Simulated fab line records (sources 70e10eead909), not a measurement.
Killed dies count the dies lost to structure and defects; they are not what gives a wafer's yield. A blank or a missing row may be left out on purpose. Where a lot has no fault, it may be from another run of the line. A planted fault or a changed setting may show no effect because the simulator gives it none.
fab line records    flow nand_harc    part 1 of 2: steps 1 to 27 of 32
[record] lots = 5  wafers = 15  last_day = 31
route steps=1302 shown A_ONON_D2@557 A_CHANNEL_HOLE_D2@570
lots that met no fault: taken from a fault-free run of the same line
start_h: the number of hours between the record's first day and the start of the first shown wafer of the lot    wait_h: hours elapsed since this lot's preceding step    " same as the row above    L1.1+2: several wafers, shown together as one row    - no value present, or no start provided    * or withheld: withheld    < > ~ a bound
route shown NAME@n: names a module that has steps shown in the file, with the first one's number in the route    usual: average and standard deviation across the fault-free wafers    same: alike in all rows    chamber/n: place in a boat    sites: per-site readings    _std_site: the values' standard deviation    _edge_site: inner sites' mean taken away from outer sites' mean    radius_mm: for every site, how far away it sits from the centre of the wafer    mask NAME#n: copy n    behind: tool/chamber where the wafer was last shaped    hold: why the lot went on hold/how many hours it stayed there/how the hold came to an end    device: the transistor (n, p or np) that didn't switch    end of line: the same wafers' tests at the end of the route    a step with no rows: only its recipe    killed: count of dies lost to structure and defects at first sort (not the wafer's yield)    map: dies across one wafer; x = killed, . = not, _ = none there
set.NAME: setting as actually run; set.NAME@STEP: the setting as run at that earlier step    model.NAME: the simulator's own value behind a step, which no gauge read
lots at some steps of the route; a table a step, a row a wafer
services: from which hour (start_h, from the record's first day; less than 0 if before it) a tool's chamber was out of use, for how many hours, and why
[[steps]]
[step NHARC_A_ONON_D2_THK_MEAS_18]
[recipe] thk_meas_gauge = ellipsometry
[usual] thk_nm = 999/8.2
lot.wafer  tool           chamber  start_h  wait_h  thk_nm
L086.1     film_metro-02  -        400.53   -       991
L086.3     "              -        "        "       990
L086.4     "              -        "        "       991
L089.3     film_metro-02  -        432.67   -       1013
L089.4     "              -        "        "       1013
L089.5     "              -        "        "       1013
L090.2     film_metro-02  -        446.26   -       999
L090.3     "              -        "        "       1000
L090.5     "              -        "        "       1001
L091.3     film_metro-01  -        446.28   -       1008
L091.5     "              -        "        "       1008
L091.6     "              -        "        "       1008
L093.3     film_metro-01  -        482.83   -       996
L093.4     "              -        "        "       997
L093.6     "              -        "        "       998
[step NHARC_A_ONON_D2_DEP_19]
[recipe] target_thk_a = 10000  n2_flow_sccm = 2750  n2o_flow_sccm = 2000  nh3_flow_sccm = 500  sih4_flow_sccm = 210  temp_c = 400
lot.wafer   tool           chamber  start_h  wait_h
L086.1+3+4  pecvd_onon-03  0        400.59   0.1
L089.3+4+5  pecvd_onon-01  0        432.84   0.2
L090.2+3+5  pecvd_onon-01  0        446.37   0.1
L091.3+5+6  pecvd_onon-03  0        446.45   0.2
L093.3+4+6  pecvd_onon-01  0        483.00   0.2
[step NHARC_A_ONON_D2_THK_MEAS_21]
[recipe] thk_meas_gauge = ellipsometry
[usual] thk_nm = 1001/8.6
lot.wafer  tool           chamber  start_h  wait_h  thk_nm
L086.1     film_metro-02  -        401.10   -       997
L086.3     "              -        "        "       996
L086.4     "              -        "        "       998
L089.3     film_metro-02  -        433.24   -       1002
L089.4     "              -        "        "       1003
L089.5     "              -        "        "       1005
L090.2     film_metro-01  -        446.82   -       1003
L090.3     "              -        "        "       1003
L090.5     "              -        "        "       1002
L091.3     film_metro-02  -        446.84   -       1011
L091.5     "              -        "        "       1009
L091.6     "              -        "        "       1011
L093.3     film_metro-02  -        483.39   -       1011
L093.4     "              -        "        "       1012
L093.6     "              -        "        "       1014
[step NHARC_A_ONON_D2_DEP_22]
[recipe] target_thk_a = 10000  n2_flow_sccm = 2750  n2o_flow_sccm = 2000  nh3_flow_sccm = 500  sih4_flow_sccm = 210  temp_c = 400
lot.wafer   tool           chamber  start_h  wait_h
L086.1+3+4  pecvd_onon-01  0        401.15   0.1
L089.3+4+5  pecvd_onon-04  0        433.41   0.2
L090.2+3+5  pecvd_onon-04  0        446.94   0.1
L091.3+5+6  pecvd_onon-01  0        447.02   0.2
L093.3+4+6  pecvd_onon-03  0        483.57   0.2
[step NHARC_A_ONON_D2_THK_MEAS_24]
[recipe] thk_meas_gauge = ellipsometry
[usual] thk_nm = 998/10
lot.wafer  tool           chamber  start_h  wait_h  thk_nm
L086.1     film_metro-02  -        401.67   -       1008
L086.3     "              -        "        "       1008
L086.4     "              -        "        "       1008
L089.3     film_metro-02  -        433.81   -       1015
L089.4     "              -        "        "       1014
L089.5     "              -        "        "       1014
L090.2     film_metro-01  -        447.39   -       999
L090.3     "              -        "        "       997
L090.5     "              -        "        "       998
L091.3     film_metro-02  -        447.41   -       983
L091.5     "              -        "        "       981
L091.6     "              -        "        "       981
L093.3     film_metro-01  -        483.96   -       998
L093.4     "              -        "        "       998
L093.6     "              -        "        "       1000
[step NHARC_A_ONON_D2_DEP_25]
[recipe] target_thk_a = 10000  n2_flow_sccm = 2750  n2o_flow_sccm = 2000  nh3_flow_sccm = 500  sih4_flow_sccm = 210  temp_c = 400
lot.wafer   tool           chamber  start_h  wait_h
L086.1+3+4  pecvd_onon-03  0        401.73   0.1
L089.3+4+5  pecvd_onon-04  0        433.99   0.2
L090.2+3+5  pecvd_onon-03  0        447.50   0.1
L091.3+5+6  pecvd_onon-04  0        447.58   0.2
L093.3+4+6  pecvd_onon-04  0        484.13   0.2
[step NHARC_A_ONON_D2_THK_MEAS_27]
[recipe] thk_meas_gauge = ellipsometry
[usual] thk_nm = 999/7.4
lot.wafer  tool           chamber  start_h  wait_h  thk_nm
L086.1     film_metro-02  -        402.24   -       1007
L086.3     "              -        "        "       1007
L086.4     "              -        "        "       1008
L089.3     film_metro-02  -        434.38   -       991
L089.4     "              -        "        "       992
L089.5     "              -        "        "       992
L090.2     film_metro-02  -        447.95   -       1004
L090.3     "              -        "        "       1002
L090.5     "              -        "        "       1003
L091.3     film_metro-01  -        447.98   -       1008
L091.5     "              -        "        "       1008
L091.6     "              -        "        "       1008
L093.3     film_metro-01  -        484.53   -       996
L093.4     "              -        "        "       994
L093.6     "              -        "        "       994
[step NHARC_A_ONON_D2_DEP_28]
[recipe] target_thk_a = 10000  n2_flow_sccm = 2750  n2o_flow_sccm = 2000  nh3_flow_sccm = 500  sih4_flow_sccm = 210  temp_c = 400
lot.wafer   tool           chamber  start_h  wait_h
L086.1+3+4  pecvd_onon-01  0        402.29   0.1
L089.3+4+5  pecvd_onon-03  0        434.56   0.2
L090.2+3+5  pecvd_onon-03  0        448.07   0.1
L091.3+5+6  pecvd_onon-04  0        448.15   0.2
L093.3+4+6  pecvd_onon-01  0        484.70   0.2
[step NHARC_A_ONON_D2_THK_MEAS_30]
[recipe] thk_meas_gauge = ellipsometry
[usual] thk_nm = 997/10
lot.wafer  tool           chamber  start_h  wait_h  thk_nm
L086.1     film_metro-02  -        402.81   -       1011
L086.3     "              -        "        "       1008
L086.4     "              -        "        "       1009
L089.3     film_metro-02  -        434.98   -       992
L089.4     "              -        "        "       992
L089.5     "              -        "        "       989
L090.2     film_metro-01  -        448.53   -       989
L090.3     "              -        "        "       990
L090.5     "              -        "        "       989
L091.3     film_metro-02  -        448.54   -       1007
L091.5     "              -        "        "       1009
L091.6     "              -        "        "       1009
L093.3     film_metro-02  -        485.10   -       995
L093.4     "              -        "        "       993
L093.6     "              -        "        "       994
[step NHARC_A_ONON_D2_DEP_33]
[recipe] target_thk_a = 2000  temp_c = 400  pressure_torr = 6.5  rf_w = 900  teos_flow_sccm = 161.4  flow_sccm = 2650  target_thk_nm = 200  gas = O2  material = SiO2
[usual] heater_power_w = 513/62  throttle_valve_pct = 16.0/0.69
lot.wafer  tool      chamber  start_h  wait_h  heater_power_w  throttle_valve_pct
L086.1     pecvd-04  0        402.91   0.1     523             16.4
L086.3     "         1        "        "       502             16.0
L086.4     "         2        "        "       545             16.7
L089.3     pecvd-02  2        435.08   0.1     429             16.8
L089.5     "         1        "        "       491             14.8
L089.4     "         0        "        "       612             15.0
L090.2     pecvd-02  2        448.58   0.1     456             16.8
L090.3     "         0        "        "       623             14.9
L090.5     "         2        "        "       456             16.8
L091.3     pecvd-04  2        448.69   0.1     461             16.9
L091.5     "         0        "        "       507             16.4
L091.6     "         2        "        "       479             17.0
L093.3     pecvd-02  2        485.40   0.3     458             16.8
L093.4     "         0        "        "       600             15.2
L093.6     "         2        "        "       475             16.7
[step NHARC_A_ONON_D2_THK_MEAS_34]
[recipe] thk_meas_gauge = ellipsometry
[usual] thk_nm = 199.5/2.7
lot.wafer  tool           chamber  start_h  wait_h  thk_nm
L086.1     film_metro-01  -        403.28   -       196.1
L086.3     "              -        "        "       198.1
L086.4     "              -        "        "       204.0
L089.3     film_metro-02  -        435.45   -       198.0
L089.4     "              -        "        "       199.0
L089.5     "              -        "        "       200.2
L090.2     film_metro-02  -        449.00   -       194.4
L090.3     "              -        "        "       197.4
L090.5     "              -        "        "       199.9
L091.3     film_metro-01  -        449.01   -       200.5
L091.5     "              -        "        "       204.2
L091.6     "              -        "        "       205.0
L093.3     film_metro-01  -        485.73   -       197.3
L093.4     "              -        "        "       201.8
L093.6     "              -        "        "       199.1
[step NHARC_A_ONON_D2_INSPECT_32]
[usual] raw_defect_count = 449/180
lot.wafer  tool               chamber  start_h  wait_h  raw_defect_count
L086.1     defect_inspect-02  -        403.34   0.0     333
L086.3     "                  -        "        "       274
L086.4     "                  -        "        "       585
L089.3     defect_inspect-02  -        435.53   0.0     481
L089.4     "                  -        "        "       328
L089.5     "                  -        "        "       594
L090.2     defect_inspect-01  -        449.06   0.0     269
L090.3     "                  -        "        "       210
L090.5     "                  -        "        "       314
L091.3     defect_inspect-01  -        449.08   0.0     413
L091.5     "                  -        "        "       395
L091.6     "                  -        "        "       301
L093.3     defect_inspect-01  -        485.81   0.0     481
L093.4     "                  -        "        "       289
L093.6     "                  -        "        "       344
[step NHARC_A_CHANNEL_HOLE_D2_DEP_00]
[recipe] target_thk_a = 31000  temp_c = 400  material = aC
[usual] throttle_valve_pct = 35.000/0.0093
lot.wafer  tool        chamber  start_h  wait_h  throttle_valve_pct
L086.1     acl_dep-01  0        403.41   0.1     35.006
L086.3     "           0        "        "       34.998
L086.4     "           0        "        "       34.996
L089.3     acl_dep-03  0        439.94   4.4     34.991
L089.4     "           0        "        "       35.013
L089.5     "           0        "        "       35.003
L090.2     acl_dep-02  0        450.32   1.3     35.007
L090.3     "           0        "        "       34.991
L090.5     "           0        "        "       34.982
L091.3     acl_dep-03  0        450.93   1.9     35.000
L091.5     "           0        "        "       35.006
L091.6     "           0        "        "       35.003
L093.3     acl_dep-02  0        487.30   1.5     35.000
L093.4     "           0        "        "       34.984
L093.6     "           0        "        "       35.001
[step NHARC_A_CHANNEL_HOLE_D2_DEP_01]
[recipe] target_thk_a = 1400  target_thk_nm = 140  temp_c = 400  pressure_torr = 3.5  flow_sccm = 200  rf_w = 350  material = SiON
[usual] heater_power_w = 716/75
lot.wafer  tool      chamber  start_h  wait_h  heater_power_w
L086.3     pecvd-01  2        405.34   1.0     760
L086.1     "         0        "        "       651
L086.4     "         2        "        "       771
L089.3     pecvd-04  0        441.30   1.0     723
L089.5     "         2        "        "       625
L089.4     "         0        "        "       717
L090.3     pecvd-01  0        451.96   1.0     704
L090.2     "         1        "        "       673
L090.5     "         2        "        "       681
L091.3     pecvd-03  2        452.33   1.1     763
L091.5     "         2        "        "       772
L091.6     "         0        "        "       887
L093.3     pecvd-03  2        488.64   1.0     830
L093.6     "         1        "        "       630
L093.4     "         2        "        "       820
[step NHARC_A_CHANNEL_HOLE_D2_DEHYDRATE_02]
[recipe] temp_c = 150  time_s = 120
[usual] plate_temp_C = 150.02/0.14  resist_line_temp_C = 23.01/0.12
lot.wafer  tool            chamber  start_h  wait_h  plate_temp_C  resist_line_temp_C
L086.1     litho_track-01  0        405.61   0.2     149.77        23.17
L086.3     "               0        "        "       150.14        23.21
L086.4     "               0        "        "       149.97        22.97
L089.3     litho_track-06  0        441.51   0.2     150.11        23.16
L089.4     "               0        "        "       150.11        23.11
L089.5     "               0        "        "       150.03        22.96
L090.2     litho_track-04  0        452.20   0.2     149.86        22.98
L090.3     "               0        "        "       149.98        22.91
L090.5     "               0        "        "       150.12        23.13
L091.3     litho_track-06  0        452.59   0.2     150.27        23.03
L091.5     "               0        "        "       150.27        23.09
L091.6     "               0        "        "       150.14        22.99
L093.3     litho_track-01  0        488.89   0.2     150.09        22.80
L093.4     "               0        "        "       150.02        22.96
L093.6     "               0        "        "       149.87        22.91
[step NHARC_A_CHANNEL_HOLE_D2_HMDS_03]
[recipe] time_s = 30
[usual] resist_line_temp_C = 23.01/0.1
lot.wafer  tool            chamber  start_h  wait_h  resist_line_temp_C
L086.1     litho_track-01  0        -        -       22.95
L086.3     "               0        "        "       22.88
L086.4     "               0        "        "       23.03
L089.3     litho_track-06  0        -        -       23.11
L089.4     "               0        "        "       22.85
L089.5     "               0        "        "       22.92
L090.2     litho_track-04  0        -        -       23.05
L090.3     "               0        "        "       23.10
L090.5     "               0        "        "       23.02
L091.3     litho_track-06  0        -        -       22.98
L091.5     "               0        "        "       23.06
L091.6     "               0        "        "       22.97
L093.3     litho_track-01  0        -        -       22.96
L093.4     "               0        "        "       22.86
L093.6     "               0        "        "       22.92
[step NHARC_A_CHANNEL_HOLE_D2_COAT_36]
[recipe] temp_c = 260  time_s = 75
[usual] plate_temp_C = 260.00/0.19  resist_line_temp_C = 23.02/0.097
lot.wafer  tool            chamber  start_h  wait_h  plate_temp_C  resist_line_temp_C
L086.1     litho_track-01  0        -        -       259.92        23.08
L086.3     "               0        "        "       260.21        22.89
L086.4     "               0        "        "       260.22        23.07
L089.3     litho_track-06  0        -        -       259.95        23.00
L089.4     "               0        "        "       260.07        22.89
L089.5     "               0        "        "       259.94        23.02
L090.2     litho_track-04  0        -        -       260.21        23.12
L090.3     "               0        "        "       260.01        23.19
L090.5     "               0        "        "       259.64        23.17
L091.3     litho_track-06  0        -        -       260.04        22.98
L091.5     "               0        "        "       260.13        23.14
L091.6     "               0        "        "       260.05        22.98
L093.3     litho_track-01  0        -        -       259.99        23.03
L093.4     "               0        "        "       259.86        23.19
L093.6     "               0        "        "       260.05        22.97
[step NHARC_A_CHANNEL_HOLE_D2_COAT_37]
[recipe] temp_c = 225  time_s = 65
[usual] plate_temp_C = 225.04/0.17  resist_line_temp_C = 23.01/0.11
lot.wafer  tool            chamber  start_h  wait_h  plate_temp_C  resist_line_temp_C
L086.1     litho_track-01  0        -        -       225.08        23.06
L086.3     "               0        "        "       225.02        23.11
L086.4     "               0        "        "       225.18        22.99
L089.3     litho_track-06  0        -        -       225.04        22.98
L089.4     "               0        "        "       225.05        23.00
L089.5     "               0        "        "       224.96        22.96
L090.2     litho_track-04  0        -        -       225.13        23.12
L090.3     "               0        "        "       224.70        23.00
L090.5     "               0        "        "       224.89        23.08
L091.3     litho_track-06  0        -        -       225.01        22.97
L091.5     "               0        "        "       224.70        22.99
L091.6     "               0        "        "       225.21        23.01
L093.3     litho_track-01  0        -        -       224.92        22.82
L093.4     "               0        "        "       225.00        22.83
L093.6     "               0        "        "       224.74        22.87
[step NHARC_A_CHANNEL_HOLE_D2_COAT_04]
[recipe] spin_rpm = 1500  resist_thk_nm = 90
[usual] resist_line_temp_C = 22.99/0.12
lot.wafer  tool            chamber  start_h  wait_h  resist_line_temp_C
L086.1     litho_track-01  0        -        -       23.04
L086.3     "               0        "        "       23.10
L086.4     "               0        "        "       23.07
L089.3     litho_track-06  0        -        -       22.77
L089.4     "               0        "        "       22.88
L089.5     "               0        "        "       23.03
L090.2     litho_track-04  0        -        -       23.02
L090.3     "               0        "        "       22.97
L090.5     "               0        "        "       23.05
L091.3     litho_track-06  0        -        -       22.99
L091.5     "               0        "        "       23.09
L091.6     "               0        "        "       23.09
L093.3     litho_track-01  0        -        -       22.95
L093.4     "               0        "        "       22.85
L093.6     "               0        "        "       22.92
[step NHARC_A_CHANNEL_HOLE_D2_SOFTBAKE_05]
[recipe] temp_c = 105  time_s = 55
[usual] plate_temp_C = 105.00/0.13  resist_line_temp_C = 23.02/0.11
lot.wafer  tool            chamber  start_h  wait_h  plate_temp_C  resist_line_temp_C
L086.1     litho_track-01  0        -        -       105.09        22.95
L086.3     "               0        "        "       104.96        22.78
L086.4     "               0        "        "       105.21        22.81
L089.3     litho_track-06  0        -        -       104.90        23.00
L089.4     "               0        "        "       104.76        22.92
L089.5     "               0        "        "       104.95        22.87
L090.2     litho_track-04  0        -        -       104.85        23.06
L090.3     "               0        "        "       104.94        23.07
L090.5     "               0        "        "       104.82        23.11
L091.3     litho_track-06  0        -        -       105.00        22.81
L091.5     "               0        "        "       104.88        23.02
L091.6     "               0        "        "       104.81        22.98
L093.3     litho_track-01  0        -        -       105.30        22.87
L093.4     "               0        "        "       104.92        22.91
L093.6     "               0        "        "       105.00        22.86
[step NHARC_A_CHANNEL_HOLE_D2_EBR_06]
[usual] resist_line_temp_C = 23.00/0.089
lot.wafer  tool            chamber  start_h  wait_h  resist_line_temp_C
L086.1     litho_track-01  0        -        -       22.95
L086.3     "               0        "        "       23.07
L086.4     "               0        "        "       22.89
L089.3     litho_track-06  0        -        -       22.95
L089.4     "               0        "        "       23.05
L089.5     "               0        "        "       22.95
L090.2     litho_track-04  0        -        -       23.00
L090.3     "               0        "        "       22.97
L090.5     "               0        "        "       22.86
L091.3     litho_track-06  0        -        -       23.06
L091.5     "               0        "        "       23.04
L091.6     "               0        "        "       23.02
L093.3     litho_track-01  0        -        -       23.11
L093.4     "               0        "        "       22.95
L093.6     "               0        "        "       23.03
[step NHARC_A_CHANNEL_HOLE_D2_EXPOSE_07]
[recipe] na = 1.35  target_cd_nm = 100  sigma_outer = 0.3  dose_mj = 59.65  mask_id = HOLE_D2
lot.wafer   tool             chamber  start_h  wait_h  mask
L086.1+3+4  arfi_scanner-01  0        405.92   -       HOLE_D2#0
L089.3+4+5  arfi_scanner-02  0        441.84   -       HOLE_D2#0
L090.2+3+5  arfi_scanner-01  0        452.52   -       HOLE_D2#0
L091.3+5+6  arfi_scanner-03  0        452.91   -       HOLE_D2#0
L093.3+4+6  arfi_scanner-01  0        489.20   -       HOLE_D2#0
[step NHARC_A_CHANNEL_HOLE_D2_PEB_08]
[recipe] peb_temp_c = 100  peb_time_s = 65
[usual] plate_temp_C = 100.02/0.12  resist_line_temp_C = 22.97/0.095
lot.wafer  tool            chamber  start_h  wait_h  plate_temp_C  resist_line_temp_C
L086.1     litho_track-06  0        405.98   0.1     99.94         23.02
L086.3     "               0        "        "       100.11        22.99
L086.4     "               0        "        "       99.97         22.81
L089.3     litho_track-01  0        441.89   0.0     99.93         22.95
L089.4     "               0        "        "       100.04        22.96
L089.5     "               0        "        "       99.98         22.96
L090.2     litho_track-01  0        452.57   0.1     100.14        22.95
L090.3     "               0        "        "       99.96         23.11
L090.5     "               0        "        "       99.90         22.81
L091.3     litho_track-04  0        452.97   0.0     99.85         22.96
L091.5     "               0        "        "       100.00        23.01
L091.6     "               0        "        "       100.11        23.05
L093.3     litho_track-06  0        489.26   0.0     99.97         22.99
L093.4     "               0        "        "       99.89         23.10
L093.6     "               0        "        "       100.06        22.92
[step NHARC_A_CHANNEL_HOLE_D2_DEVELOP_09]
[recipe] develop_time_s = 35  dev_temp_c = 23
[usual] resist_line_temp_C = 23.00/0.1
lot.wafer  tool            chamber  start_h  wait_h  resist_line_temp_C
L086.1     litho_track-06  0        -        -       23.06
L086.3     "               0        "        "       23.25
L086.4     "               0        "        "       23.27
L089.3     litho_track-01  0        -        -       22.99
L089.4     "               0        "        "       22.76
L089.5     "               0        "        "       22.95
L090.2     litho_track-01  0        -        -       23.02
L090.3     "               0        "        "       22.96
L090.5     "               0        "        "       23.06
L091.3     litho_track-04  0        -        -       23.00
L091.5     "               0        "        "       23.09
L091.6     "               0        "        "       22.98
L093.3     litho_track-06  0        -        -       22.93
L093.4     "               0        "        "       22.99
L093.6     "               0        "        "       23.01
[step NHARC_A_CHANNEL_HOLE_D2_CD_MEAS_10]
[recipe] target_cd_nm = 100  landing_energy_ev = 500
[usual] cd_nm = 100.1/0.4
[same] landing_energy_ev = 500
lot.wafer  tool       chamber  start_h  wait_h  cd_nm
L086.1     cd_sem-02  0        406.06   -       99.9
L086.3     "          0        "        "       99.7
L086.4     "          0        "        "       99.5
L089.3     cd_sem-01  0        441.97   -       99.5
L089.4     "          0        "        "       99.7
L089.5     "          0        "        "       99.7
L090.2     cd_sem-02  0        452.65   -       100.2
L090.3     "          0        "        "       100.5
L090.5     "          0        "        "       99.9
L091.3     cd_sem-01  0        453.05   -       99.6
L091.5     "          0        "        "       100.3
L091.6     "          0        "        "       99.8
L093.3     cd_sem-03  0        489.34   -       100.1
L093.4     "          0        "        "       100.3
L093.6     "          0        "        "       100.0
[step NHARC_A_CHANNEL_HOLE_D2_OVL_MEAS_11]
[usual] overlay_x_nm = -0.4/0.67  overlay_y_nm = -0.2/0.9
lot.wafer  tool        chamber  start_h  wait_h  overlay_x_nm  overlay_y_nm
L086.1     overlay-01  -        406.15   -       0.1           0.9
L086.3     "           -        "        "       0.2           0.8
L086.4     "           -        "        "       0.5           0.6
L089.3     overlay-01  -        442.06   -       -0.4          0.4
L089.4     "           -        "        "       0.2           0.0
L089.5     "           -        "        "       -0.3          -0.1
L090.2     overlay-02  -        452.74   -       -1.0          -0.6
L090.3     "           -        "        "       -0.6          -0.1
L090.5     "           -        "        "       -0.4          -0.4
L091.3     overlay-01  -        453.13   -       -0.8          0.3
L091.5     "           -        "        "       -0.5          0.1
L091.6     "           -        "        "       -1.0          0.1
L093.3     overlay-01  -        489.42   -       -0.6          0.2
L093.4     "           -        "        "       -1.6          -0.1
L093.6     "           -        "        "       -0.9          -0.3
[step NHARC_A_CHANNEL_HOLE_D2_INSPECT_12]
[usual] raw_defect_count = 33/23
lot.wafer  tool               chamber  start_h  wait_h  raw_defect_count
L086.1     defect_inspect-01  -        406.19   0.0     56
L086.3     "                  -        "        "       58
L086.4     "                  -        "        "       57
L089.3     defect_inspect-02  -        442.09   0.0     61
L089.4     "                  -        "        "       57
L089.5     "                  -        "        "       44
L090.2     defect_inspect-01  -        452.78   0.0     39
L090.3     "                  -        "        "       58
L090.5     "                  -        "        "       59
L091.3     defect_inspect-02  -        453.17   0.0     61
L091.5     "                  -        "        "       58
L091.6     "                  -        "        "       48
L093.3     defect_inspect-01  -        489.46   0.0     30
L093.4     "                  -        "        "       20
L093.6     "                  -        "        "       17
